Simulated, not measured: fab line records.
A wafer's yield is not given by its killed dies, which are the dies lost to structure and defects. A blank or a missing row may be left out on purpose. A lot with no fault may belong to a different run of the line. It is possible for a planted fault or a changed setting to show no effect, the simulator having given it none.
fab line records + flow nand_harc
[record]
- lots = 13
- wafers = 39
- last_day = 22
route steps=1159 shown P_GATE@202 P_CONTACT@218
lots with no fault: from the same line, run without faults
start_h: hours from the record's first day to the start of the lot's first wafer shown + wait_h: hours from the lot's prior step to this one + " as in the row above + L1.1+2: a single row standing in for several wafers + - value missing, or start not given + * or withheld: withheld + < > ~ a bound
route shown NAME@n: a module of which the file shows steps, and the number in the route of the first + usual: mean and standard deviation over wafers with no fault + same: alike in all rows + chamber/n: place in a boat + sites: per-site readings + _std_site: how widely they spread, as a standard deviation + _edge_site: the outer-site mean with the inner-site mean subtracted + radius_mm: for every site, how far away it sits from the centre of the wafer + mask NAME#n: copy n + behind: tool/chamber where the wafer was last shaped + hold: cause of the lot's hold/its duration in hours/its outcome + device: which transistor (n, p or np) failed to switch + end of line: the route-end tests of the same wafers + a step with no rows: only its recipe + killed: dies lost to structure and defects at the first sort, not the wafer's yield + map: the dies of a wafer, with x for killed, . for not killed, _ for no die there
set.NAME: the setting the step ran with; set.NAME@STEP: the setting that earlier step ran with + model.NAME: the simulator's own value behind a step, which no gauge read
a sample of lots followed through the steps of the route, with each step as a table and each wafer as a row
services: when a tool's chamber went out of use (start_h, in hours from the record's first day, below 0 if earlier), for how many hours, and the reason
[[steps]]
[step NHARC_P_GATE_DESCUM_93]
[recipe]
- time_s = 3
- o2_flow_sccm = 200
- ar_flow_sccm = 0
- bias_power_w = 0
- chemistry = O2
[usual]
- drypump_motor_current_A = 5.9/0.4
- oes_product_au = 1.002/0.008
- rf_vpp_V = 57.6/0.81
- showerhead_plenum_p_Torr = 1.91/0.074
- throttle_valve_pct = 11.310/0.0082
| lot.wafer | tool        | chamber | start_h | wait_h | drypump_motor_current_A | oes_product_au | rf_hours_counter_h | rf_vpp_V | showerhead_plenum_p_Torr | throttle_valve_pct |
|-----------|-------------|---------|---------|--------|-------------------------|----------------|--------------------|----------|--------------------------|--------------------|
| L836.2    | rie_diel-03 | 2       | 105.18  | -      | 6.2                     | 1.010          | 10                 | 58.0     | 1.80                     | 11.302             |
| L836.4    | "           | 3       | "       | "      | 6.6                     | 0.992          | 10                 | 57.9     | 1.90                     | 11.317             |
| L836.5    | "           | 2       | "       | "      | 6.2                     | 1.000          | -                  | 56.9     | 1.80                     | 11.315             |
| L837.4    | rie_diel-12 | 0       | 113.08  | -      | 6.1                     | 1.012          | 29                 | 58.7     | 2.03                     | 11.321             |
| L837.3    | "           | 1       | "       | "      | 6.0                     | 1.002          | 28                 | 57.2     | 1.91                     | 11.326             |
| L837.6    | "           | 0       | "       | "      | 6.1                     | 1.007          | -                  | 56.8     | 2.03                     | 11.311             |
| L838.2    | rie_diel-12 | 0       | 119.68  | -      | 6.1                     | 0.999          | 32                 | 58.9     | 2.03                     | 11.302             |
| L838.4    | "           | 3       | "       | "      | 5.7                     | 1.005          | -                  | 56.9     | 1.93                     | 11.305             |
| L838.5    | "           | 0       | "       | "      | 6.1                     | 1.012          | -                  | 58.4     | 2.03                     | 11.325             |
| L840.4    | rie_diel-03 | 1       | 125.08  | -      | 5.7                     | 0.997          | 14                 | 58.0     | 2.02                     | 11.298             |
| L840.3    | "           | 3       | "       | "      | 6.5                     | 1.003          | 15                 | 57.5     | 1.90                     | 11.307             |
| L840.5    | "           | 0       | "       | "      | 6.0                     | 0.996          | -                  | 59.0     | 1.91                     | 11.306             |
| L841.1    | rie_diel-08 | 0       | 141.71  | -      | 6.0                     | 1.023          | 2                  | 57.1     | 2.00                     | 11.312             |
| L841.5    | "           | 2       | "       | "      | 5.7                     | 1.010          | -                  | 57.6     | 1.80                     | 11.301             |
| L841.6    | "           | 3       | "       | "      | 4.9                     | 1.011          | -                  | 56.9     | 1.82                     | 11.304             |
| L842.3    | rie_diel-12 | 3       | 142.29  | -      | 5.7                     | 1.005          | 40                 | 58.0     | 1.93                     | 11.311             |
| L842.4    | "           | 0       | "       | "      | 6.1                     | 1.008          | 40                 | 58.6     | 2.03                     | 11.311             |
| L842.5    | "           | 3       | "       | "      | 5.7                     | 1.006          | -                  | 57.0     | 1.93                     | 11.316             |
| L843.3    | rie_diel-03 | 0       | 150.05  | -      | 6.0                     | 1.000          | 18                 | 56.6     | 1.91                     | 11.310             |
| L843.2    | "           | 1       | "       | "      | 5.7                     | 0.993          | 18                 | 59.3     | 2.02                     | 11.315             |
| L843.6    | "           | 0       | "       | "      | 6.0                     | 1.001          | -                  | 58.6     | 1.91                     | 11.307             |
| L845.1    | rie_diel-03 | 2       | 166.00  | -      | 6.2                     | 1.006          | 21                 | 56.9     | 1.80                     | 11.301             |
| L845.3    | "           | 3       | "       | "      | 6.5                     | 1.009          | 21                 | 57.4     | 1.90                     | 11.317             |
| L845.5    | "           | 3       | "       | "      | 6.6                     | 1.007          | -                  | 59.2     | 1.90                     | 11.323             |
| L844.3    | rie_diel-03 | 1       | 166.19  | -      | 5.7                     | 1.003          | 20                 | 58.0     | 2.02                     | 11.301             |
| L844.4    | "           | 2       | "       | "      | 6.2                     | 1.008          | 21                 | 57.5     | 1.80                     | 11.301             |
| L844.6    | "           | 3       | "       | "      | 6.5                     | 0.994          | -                  | 57.0     | 1.90                     | 11.319             |
| L846.1    | rie_diel-03 | 3       | 171.20  | -      | 6.5                     | 1.000          | 22                 | 56.6     | 1.90                     | 11.315             |
| L846.3    | "           | 1       | "       | "      | 5.7                     | 0.999          | 22                 | 57.6     | 2.01                     | 11.317             |
| L846.6    | "           | 0       | "       | "      | 6.0                     | 1.006          | -                  | 57.5     | 1.91                     | 11.316             |
| L847.4    | rie_diel-03 | 1       | 182.41  | -      | 5.7                     | 1.005          | 24                 | 58.7     | 2.01                     | 11.313             |
| L847.3    | "           | 2       | "       | "      | 6.2                     | 1.000          | 23                 | 56.6     | 1.80                     | 11.310             |
| L847.5    | "           | 3       | "       | "      | 6.5                     | 1.007          | -                  | 57.1     | 1.90                     | 11.311             |
| L849.2    | rie_diel-03 | 3       | 189.97  | -      | 6.5                     | 1.007          | 26                 | 57.6     | 1.90                     | 11.299             |
| L849.5    | "           | 2       | "       | "      | 6.2                     | 1.003          | -                  | 58.3     | 1.80                     | 11.309             |
| L849.6    | "           | 3       | "       | "      | 6.5                     | 1.003          | -                  | 58.5     | 1.90                     | 11.312             |
| L851.2    | rie_diel-08 | 1       | 208.01  | -      | 5.8                     | 0.990          | 27                 | 59.2     | 1.92                     | 11.303             |
| L851.4    | "           | 3       | "       | "      | 4.9                     | 1.001          | 27                 | 58.3     | 1.82                     | 11.313             |
| L851.1    | "           | 0       | "       | "      | 6.0                     | 1.006          | 27                 | 57.8     | 1.99                     | 11.301             |
[step NHARC_P_CONTACT_DEP_00]
[recipe]
- target_thk_a = 5000
- temp_c = 400
- pressure_torr = 6.5
- rf_w = 900
- teos_flow_sccm = 161.4
- flow_sccm = 2650
- target_thk_nm = 500
- gas = O2
- material = SiO2
[usual]
- heater_power_w = 545/78
- throttle_valve_pct = 15.8/0.43
| lot.wafer | tool     | chamber | start_h | wait_h | heater_power_w | throttle_valve_pct |
|-----------|----------|---------|---------|--------|----------------|--------------------|
| L836.2    | pecvd-03 | 2       | -       | -      | 608            | 16.4               |
| L836.5    | "        | 2       | "       | "      | 465            | 16.2               |
| L836.4    | "        | 0       | "       | "      | 505            | 16.3               |
| L837.3    | pecvd-04 | 1       | -       | -      | 448            | 15.3               |
| L837.6    | "        | 0       | "       | "      | 378            | 15.3               |
| L837.4    | "        | 2       | "       | "      | 580            | 16.6               |
| L838.2    | pecvd-01 | 0       | -       | -      | 551            | 15.6               |
| L838.4    | "        | 0       | "       | "      | 576            | 15.9               |
| L838.5    | "        | 1       | "       | "      | 446            | 16.3               |
| L840.3    | pecvd-04 | 0       | -       | -      | 434            | 15.6               |
| L840.5    | "        | 2       | "       | "      | 522            | 16.4               |
| L840.4    | "        | 1       | "       | "      | 397            | 15.2               |
| L841.1    | pecvd-01 | 2       | -       | -      | 634            | 15.7               |
| L841.6    | "        | 0       | "       | "      | 473            | 15.8               |
| L841.5    | "        | 2       | "       | "      | 637            | 15.7               |
| L842.3    | pecvd-01 | 2       | -       | -      | 549            | 15.5               |
| L842.5    | "        | 1       | "       | "      | 546            | 16.5               |
| L842.4    | "        | 2       | "       | "      | 592            | 15.6               |
| L843.3    | pecvd-03 | 1       | -       | -      | 616            | 15.4               |
| L843.2    | "        | 2       | "       | "      | 603            | 15.7               |
| L843.6    | "        | 2       | "       | "      | 603            | 16.0               |
| L845.1    | pecvd-03 | 0       | -       | -      | 618            | 15.9               |
| L845.3    | "        | 1       | "       | "      | 513            | 15.7               |
| L845.5    | "        | 1       | "       | "      | 567            | 15.7               |
| L844.3    | pecvd-01 | 2       | -       | -      | 650            | 15.6               |
| L844.6    | "        | 1       | "       | "      | 477            | 16.3               |
| L844.4    | "        | 0       | "       | "      | 473            | 15.2               |
| L846.1    | pecvd-01 | 0       | -       | -      | 555            | 15.3               |
| L846.3    | "        | 1       | "       | "      | 520            | 16.5               |
| L846.6    | "        | 1       | "       | "      | 536            | 16.2               |
| L847.4    | pecvd-03 | 1       | 185.92  | 0.3    | 620            | 15.8               |
| L847.3    | "        | 2       | "       | "      | 591            | 15.7               |
| L847.5    | "        | 2       | "       | "      | 613            | 15.7               |
| L849.2    | pecvd-04 | 0       | -       | -      | 342            | 15.1               |
| L849.6    | "        | 2       | "       | "      | 558            | 16.6               |
| L849.5    | "        | 1       | "       | "      | 511            | 15.4               |
| L851.1    | pecvd-01 | 1       | -       | -      | 510            | 16.5               |
| L851.2    | "        | 2       | "       | "      | 627            | 15.7               |
| L851.4    | "        | 1       | "       | "      | 542            | 16.6               |
[step NHARC_P_CONTACT_EXPOSE_09]
[recipe]
- na = 1.35
- target_cd_nm = 90
- dose_mj = 81.26
- mask_id = P_CA
| lot.wafer  | tool            | chamber | start_h | wait_h | mask      |
|------------|-----------------|---------|---------|--------|-----------|
| L836.2+4+5 | arfi_scanner-02 | 0       | 109.74  | -      | P_CA#0    |
| L837.3+4+6 | arfi_scanner-03 | 0       | 117.50  | -      | P_CA#0    |
| L838.2+4+5 | arfi_scanner-02 | 0       | 124.22  | -      | P_CA#0    |
| L840.3+4+5 | arfi_scanner-01 | 0       | 129.58  | -      | P_CA#0    |
| L841.1+5+6 | arfi_scanner-03 | 0       | 146.07  | -      | P_CA#0    |
| L842.3+4+5 | arfi_scanner-01 | 0       | 146.93  | -      | P_CA#0    |
| L843.2+3+6 | arfi_scanner-02 | 0       | 154.43  | -      | P_CA#0    |
| L845.1+3+5 | arfi_scanner-01 | 0       | 170.52  | -      | P_CA#0    |
| L844.3+4+6 | arfi_scanner-03 | 0       | 170.68  | -      | P_CA#0    |
| L846.1+3+6 | arfi_scanner-01 | 0       | 175.66  | -      | P_CA#0    |
| L847.3+4+5 | arfi_scanner-02 | 0       | 187.09  | -      | P_CA#0    |
| L849.2+5+6 | arfi_scanner-02 | 0       | 195.73  | -      | P_CA#0    |
| L851.1+2+4 | arfi_scanner-02 | 0       | 212.27  | -      | P_CA_R1#0 |
[step NHARC_P_CONTACT_CD_MEAS_12]
[recipe]
- target_cd_nm = 90
- landing_energy_ev = 500
[usual]
- cd_nm = 89.6/0.48
| lot.wafer | tool      | chamber | start_h | wait_h | cd_nm |
|-----------|-----------|---------|---------|--------|-------|
| L836.2    | cd_sem-03 | 0       | 109.89  | -      | 89.6  |
| L836.4    | "         | 0       | "       | "      | 89.9  |
| L836.5    | "         | 0       | "       | "      | 90.2  |
| L837.3    | cd_sem-02 | 0       | 117.63  | -      | 89.1  |
| L837.4    | "         | 0       | "       | "      | 90.2  |
| L837.6    | "         | 0       | "       | "      | 89.9  |
| L838.2    | cd_sem-01 | 0       | 124.37  | -      | 89.3  |
| L838.4    | "         | 0       | "       | "      | 89.6  |
| L838.5    | "         | 0       | "       | "      | 89.0  |
| L840.3    | cd_sem-02 | 0       | 129.72  | -      | 89.2  |
| L840.4    | "         | 0       | "       | "      | 89.6  |
| L840.5    | "         | 0       | "       | "      | 90.0  |
| L841.1    | cd_sem-02 | 0       | 146.21  | -      | 89.2  |
| L841.5    | "         | 0       | "       | "      | 89.2  |
| L841.6    | "         | 0       | "       | "      | 89.2  |
| L842.3    | cd_sem-03 | 0       | 147.06  | -      | 89.1  |
| L842.4    | "         | 0       | "       | "      | 89.3  |
| L842.5    | "         | 0       | "       | "      | 89.2  |
| L843.2    | cd_sem-01 | 0       | 154.57  | -      | 89.2  |
| L843.3    | "         | 0       | "       | "      | 89.8  |
| L843.6    | "         | 0       | "       | "      | 89.0  |
| L845.1    | cd_sem-02 | 0       | 170.66  | -      | 89.9  |
| L845.3    | "         | 0       | "       | "      | 89.0  |
| L845.5    | "         | 0       | "       | "      | 89.3  |
| L844.3    | cd_sem-02 | 0       | 170.82  | -      | 89.8  |
| L844.4    | "         | 0       | "       | "      | 89.2  |
| L844.6    | "         | 0       | "       | "      | 89.1  |
| L846.1    | cd_sem-03 | 0       | 175.80  | -      | 89.8  |
| L846.3    | "         | 0       | "       | "      | 89.3  |
| L846.6    | "         | 0       | "       | "      | 89.7  |
| L847.3    | cd_sem-02 | 0       | 187.23  | -      | 90.4  |
| L847.4    | "         | 0       | "       | "      | 89.1  |
| L847.5    | "         | 0       | "       | "      | 89.6  |
| L849.2    | cd_sem-01 | 0       | 195.87  | -      | 89.5  |
| L849.5    | "         | 0       | "       | "      | 89.2  |
| L849.6    | "         | 0       | "       | "      | 89.7  |
| L851.1    | cd_sem-03 | 0       | 212.41  | -      | 65.3  |
| L851.2    | "         | 0       | "       | "      | 64.9  |
| L851.4    | "         | 0       | "       | "      | 64.6  |
[step NHARC_P_CONTACT_ETCH_31]
[recipe]
- target_depth_a = 300
- time_s = 85.7
- ion_energy_ev = 120
- over_etch_frac = 1
- ch3f_flow_sccm = 50
- o2_flow_sccm = 30
- ar_flow_sccm = 200
- rf_w = 500
- bias_w = 100
- chemistry = CH3F/O2
[usual]
- drypump_motor_current_A = 5.5/0.39
- oes_product_au = 0.982/0.011
- rf_vpp_V = 245.3/1.8
- showerhead_plenum_p_Torr = 2.53/0.12
- throttle_valve_pct = 20.664/0.0092
| lot.wafer | tool        | chamber | start_h | wait_h | drypump_motor_current_A | oes_product_au | rf_hours_counter_h | rf_vpp_V | showerhead_plenum_p_Torr | throttle_valve_pct |
|-----------|-------------|---------|---------|--------|-------------------------|----------------|--------------------|----------|--------------------------|--------------------|
| L836.2    | rie_diel-07 | 3       | -       | -      | 5.4                     | 0.991          | 4                  | 244.7    | 2.46                     | 20.671             |
| L836.4    | "           | 0       | "       | "      | 6.0                     | 0.983          | 5                  | 241.6    | 2.36                     | 20.672             |
| L836.5    | "           | 2       | "       | "      | 5.5                     | 0.975          | -                  | 245.0    | 2.55                     | 20.671             |
| L837.4    | rie_diel-06 | 2       | -       | -      | 5.8                     | 0.984          | 15                 | 247.6    | 2.61                     | 20.667             |
| L837.3    | "           | 0       | "       | "      | 5.7                     | 0.978          | 16                 | 243.8    | 2.52                     | 20.647             |
| L837.6    | "           | 2       | "       | "      | 5.8                     | 0.987          | -                  | 247.8    | 2.61                     | 20.643             |
| L838.2    | rie_diel-11 | 3       | -       | -      | 5.6                     | 0.984          | 10                 | 245.0    | 2.65                     | 20.659             |
| L838.4    | "           | 0       | "       | "      | 5.5                     | 0.983          | 10                 | 248.2    | 2.64                     | 20.667             |
| L838.5    | "           | 2       | "       | "      | 4.7                     | 0.994          | -                  | 246.9    | 2.63                     | 20.673             |
| L840.3    | rie_diel-07 | 3       | -       | -      | 5.4                     | 0.979          | 6                  | 243.7    | 2.46                     | 20.655             |
| L840.4    | "           | 0       | "       | "      | 5.9                     | 0.969          | 7                  | 243.1    | 2.36                     | 20.653             |
| L840.5    | "           | 1       | "       | "      | 5.3                     | 0.978          | -                  | 242.1    | 2.37                     | 20.654             |
| L841.1    | rie_diel-07 | 3       | -       | -      | 5.4                     | 0.996          | 8                  | 244.1    | 2.46                     | 20.658             |
| L841.5    | "           | 3       | "       | "      | 5.4                     | 0.990          | -                  | 245.1    | 2.46                     | 20.654             |
| L841.6    | "           | 0       | "       | "      | 5.9                     | 0.983          | -                  | 244.6    | 2.36                     | 20.686             |
| L842.4    | rie_diel-06 | 0       | -       | -      | 5.6                     | 0.977          | 26                 | 244.9    | 2.51                     | 20.663             |
| L842.3    | "           | 1       | "       | "      | 6.4                     | 0.968          | 24                 | 244.2    | 2.32                     | 20.660             |
| L842.5    | "           | 3       | "       | "      | 5.5                     | 0.982          | -                  | 246.3    | 2.65                     | 20.657             |
| L843.3    | rie_diel-11 | 0       | -       | -      | 5.5                     | 0.976          | 14                 | 247.3    | 2.64                     | 20.666             |
| L843.2    | "           | 2       | "       | "      | 4.6                     | 1.002          | 13                 | 246.1    | 2.63                     | 20.664             |
| L843.6    | "           | 0       | "       | "      | 5.5                     | 0.979          | -                  | 247.1    | 2.64                     | 20.683             |
| L845.1    | rie_diel-07 | 3       | -       | -      | 5.3                     | 0.974          | 10                 | 244.5    | 2.46                     | 20.662             |
| L845.3    | "           | 2       | "       | "      | 5.5                     | 0.986          | 11                 | 245.6    | 2.55                     | 20.657             |
| L845.5    | "           | 3       | "       | "      | 5.4                     | 0.969          | -                  | 244.3    | 2.46                     | 20.656             |
| L844.3    | rie_diel-11 | 3       | -       | -      | 5.6                     | 0.982          | 15                 | 245.7    | 2.65                     | 20.656             |
| L844.4    | "           | 0       | "       | "      | 5.5                     | 0.977          | 15                 | 245.7    | 2.64                     | 20.658             |
| L844.6    | "           | 3       | "       | "      | 5.6                     | 0.993          | -                  | 246.1    | 2.65                     | 20.670             |
| L846.1    | rie_diel-07 | 0       | -       | -      | 6.0                     | 0.989          | 12                 | 242.5    | 2.36                     | 20.659             |
| L846.3    | "           | 2       | "       | "      | 5.5                     | 0.977          | 12                 | 246.2    | 2.55                     | 20.658             |
| L846.6    | "           | 2       | "       | "      | 5.5                     | 0.983          | -                  | 246.4    | 2.55                     | 20.655             |
| L847.3    | rie_diel-11 | 1       | -       | -      | 5.6                     | 0.990          | 16                 | 244.5    | 2.60                     | 20.638             |
| L847.4    | "           | 2       | "       | "      | 4.6                     | 0.991          | 16                 | 246.9    | 2.63                     | 20.661             |
| L847.5    | "           | 2       | "       | "      | 4.7                     | 0.981          | -                  | 247.1    | 2.63                     | 20.662             |
| L849.2    | rie_diel-06 | 0       | -       | -      | 5.6                     | 0.950          | 42                 | 243.9    | 2.50                     | 20.669             |
| L849.5    | "           | 1       | "       | "      | 6.3                     | 0.945          | -                  | 242.9    | 2.31                     | 20.678             |
| L849.6    | "           | 2       | "       | "      | 5.8                     | 0.965          | -                  | 247.1    | 2.59                     | 20.650             |
| L851.1    | rie_diel-06 | 1       | -       | -      | 6.3                     | 0.958          | 49                 | 243.1    | 2.31                     | 20.663             |
| L851.4    | "           | 2       | "       | "      | 5.8                     | 0.979          | 51                 | 246.3    | 2.59                     | 20.648             |
| L851.2    | "           | 3       | "       | "      | 5.5                     | 0.994          | 50                 | 248.0    | 2.64                     | 20.657             |
[[services]]
| tool            | chamber | start_h | hours | kind   |
|-----------------|---------|---------|-------|--------|
| arfi_scanner-02 | -       | 84.00   | 4.0   | pm     |
| rie_diel-03     | 0       | 96.30   | -     | clean  |
| arfi_scanner-03 | -       | 97.51   | 11.0  | repair |
| rie_diel-07     | -       | 108.36  | 0.9   | repair |
| rie_diel-11     | 2       | 109.19  | 7.4   | repair |
| pecvd-03        | -       | 111.00  | 13.0  | pm     |
| rie_diel-12     | 2       | 113.53  | 6.6   | repair |
| arfi_scanner-01 | -       | 115.01  | 2.3   | repair |
| rie_diel-08     | -       | 124.80  | 9.0   | pm     |
| rie_diel-12     | 3       | 138.02  | 3.7   | repair |
| arfi_scanner-03 | -       | 140.00  | 4.0   | pm     |
| rie_diel-11     | 2       | 149.65  | 5.6   | repair |
| arfi_scanner-03 | -       | 159.18  | 0.6   | repair |
| rie_diel-03     | 2       | 167.77  | 5.8   | repair |
| rie_diel-12     | 3       | 170.97  | 13.6  | repair |
| rie_diel-07     | 3       | 173.97  | 4.9   | repair |
| rie_diel-03     | -       | 177.99  | 0.4   | repair |
| rie_diel-07     | 0       | 179.07  | 7.1   | repair |
| rie_diel-03     | -       | 180.99  | 1.2   | repair |
| pecvd-03        | 0       | 183.31  | 11.8  | repair |
| rie_diel-11     | -       | 189.50  | 9.0   | pm     |
| pecvd-04        | -       | 195.13  | 13.0  | pm     |
| rie_diel-12     | 2       | 200.30  | 15.2  | repair |
| rie_diel-12     | -       | 202.84  | 9.0   | pm     |
[[key]]
[first_sign]
- step = NHARC_P_CONTACT_EXPOSE_09
- reading = mask
- direction = changed
[effect]
- step = NHARC_P_CONTACT_CD_MEAS_12
- reading = cd_nm
- direction = down
- sigmas = 52
- usual = 89.6
- struck = 64.9
met_at NHARC_P_CONTACT_EXPOSE_09
struck_lots L851
later_rows_left_out L851.1,L851.2,L851.4
sort_left_out L851.1,L851.2,L851.4
tester_left_out L851
not_acting_at NHARC_P_GATE_DESCUM_93,NHARC_P_CONTACT_DEP_00,NHARC_P_CONTACT_ETCH_31
onset_between 195.73 212.27
[fault]
- kind = wrong_mask
- tool = any
- chamber = -
- onset_h = 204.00
- steps = NHARC_P_CONTACT_EXPOSE_09
- aux_copy = P_CA_R1#0
- cd_offset_nm = -24.631
- scope = struck_lots_only
// tester_left_out: of these lots the tester's yield and bins aren't shown, on N5 and GAA mostly nor the transistor test; their killed dies are dies lost to structure and defects alone, not to doping, threshold or leakage, so they don't give the yield
// sort_left_out: the simulated sort isn't trusted on such a fault, so these wafers' sort isn't shown, and their yield isn't known
// later_rows_left_out: the simulator's readings of these wafers behind a module that went badly wrong aren't trusted and aren't shown, but for the sort
